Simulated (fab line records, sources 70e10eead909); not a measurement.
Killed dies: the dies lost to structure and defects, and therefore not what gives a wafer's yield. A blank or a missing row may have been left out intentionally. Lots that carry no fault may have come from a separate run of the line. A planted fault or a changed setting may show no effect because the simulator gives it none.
Matching of chambers || flow nand_harc || NHARC_A_M1_PRE_CLEAN_32 on pecvd-04 has 3 sister chambers
The step time 12 s. 22 wafers are shown with their chamber, then 11 later ones without.

## EACH WAFER AND ITS CHAMBER
{"wafer": "L075.1", "chamber": 2, "heater_power_w (W)": 601}
{"wafer": "L075.2", "chamber": 0, "heater_power_w (W)": 603}
{"wafer": "L075.5", "chamber": 2, "heater_power_w (W)": 595}
{"wafer": "L078.1", "chamber": 1, "heater_power_w (W)": 674}
{"wafer": "L078.2", "chamber": 2, "heater_power_w (W)": 716}
{"wafer": "L078.3", "chamber": 0, "heater_power_w (W)": 660}
{"wafer": "L079.2", "chamber": 1, "heater_power_w (W)": 641}
{"wafer": "L079.4", "chamber": 2, "heater_power_w (W)": 664}
{"wafer": "L079.6", "chamber": 0, "heater_power_w (W)": 632}
{"wafer": "L080.3", "chamber": 0, "heater_power_w (W)": 684}
{"wafer": "L080.4", "chamber": 0, "heater_power_w (W)": 679}
{"wafer": "L080.5", "chamber": 1, "heater_power_w (W)": 597}
{"wafer": "L085.1", "chamber": 1, "heater_power_w (W)": 687}
{"wafer": "L085.3", "chamber": 0, "heater_power_w (W)": 651}
{"wafer": "L085.5", "chamber": 0, "heater_power_w (W)": 667}
{"wafer": "L089.3", "chamber": 2, "heater_power_w (W)": 746}
{"wafer": "L089.4", "chamber": 2, "heater_power_w (W)": 720}
{"wafer": "L089.5", "chamber": 1, "heater_power_w (W)": 667}
{"wafer": "L094.1", "chamber": 0, "heater_power_w (W)": 593}
{"wafer": "L094.2", "chamber": 2, "heater_power_w (W)": 693}
{"wafer": "L094.3", "chamber": 1, "heater_power_w (W)": 617}
{"wafer": "L094.4", "chamber": 2, "heater_power_w (W)": 677}

SIGNATURES, as means of the wafers listed above
{"reading": "heater_power_w", "chamber 0": 646.12, "chamber 1": 647.17, "chamber 2": 676.50, "scatter within a chamber": 43.1}
Rule: a wafer lies at a distance from a chamber equal to the root of the sum of squares, over the readings, of (its reading less the chamber's mean, divided by the reading's scatter). The wafer belongs to the nearest chamber; if the next one is less than 2 further off, it can't be placed. The scatter: the root of (the sum of the squares of (reading less its chamber's mean) over the shown wafers, divided by (wafers less chambers)).

## WAFERS WHOSE CHAMBER IS MISSING
{"wafer": "L094.5", "heater_power_w (W)": 596}
{"wafer": "L094.6", "heater_power_w (W)": 604}
{"wafer": "L095.1", "heater_power_w (W)": 644}
{"wafer": "L095.2", "heater_power_w (W)": 645}
{"wafer": "L095.3", "heater_power_w (W)": 741}
{"wafer": "L093.2", "heater_power_w (W)": 600}
{"wafer": "L093.4", "heater_power_w (W)": 681}
{"wafer": "L093.6", "heater_power_w (W)": 608}
{"wafer": "L097.1", "heater_power_w (W)": 609}
{"wafer": "L097.4", "heater_power_w (W)": 635}
{"wafer": "L097.5", "heater_power_w (W)": 621}

## CHAMBER TAKEN BY EACH
{"wafer": "L094.5", "from the rows above": "can't be placed: 0 or 1 or 2", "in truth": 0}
{"wafer": "L094.6", "from the rows above": "can't be placed: 0 or 1 or 2", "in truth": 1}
{"wafer": "L095.1", "from the rows above": "can't be placed: 0 or 1 or 2", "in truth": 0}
{"wafer": "L095.2", "from the rows above": "can't be placed: 0 or 1 or 2", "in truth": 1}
{"wafer": "L095.3", "from the rows above": "can't be placed: 2 or 1 or 0", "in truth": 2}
{"wafer": "L093.2", "from the rows above": "can't be placed: 0 or 1 or 2", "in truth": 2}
{"wafer": "L093.4", "from the rows above": "can't be placed: 2 or 1 or 0", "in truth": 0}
{"wafer": "L093.6", "from the rows above": "can't be placed: 0 or 1 or 2", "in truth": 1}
{"wafer": "L097.1", "from the rows above": "can't be placed: 0 or 1 or 2", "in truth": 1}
{"wafer": "L097.4", "from the rows above": "can't be placed: 0 or 1 or 2", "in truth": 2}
{"wafer": "L097.5", "from the rows above": "can't be placed: 0 or 1 or 2", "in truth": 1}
0 of 11 placed correctly. These rows do not allow placing 11 (true chamber among the candidates in 11). Placed wrongly: 0.
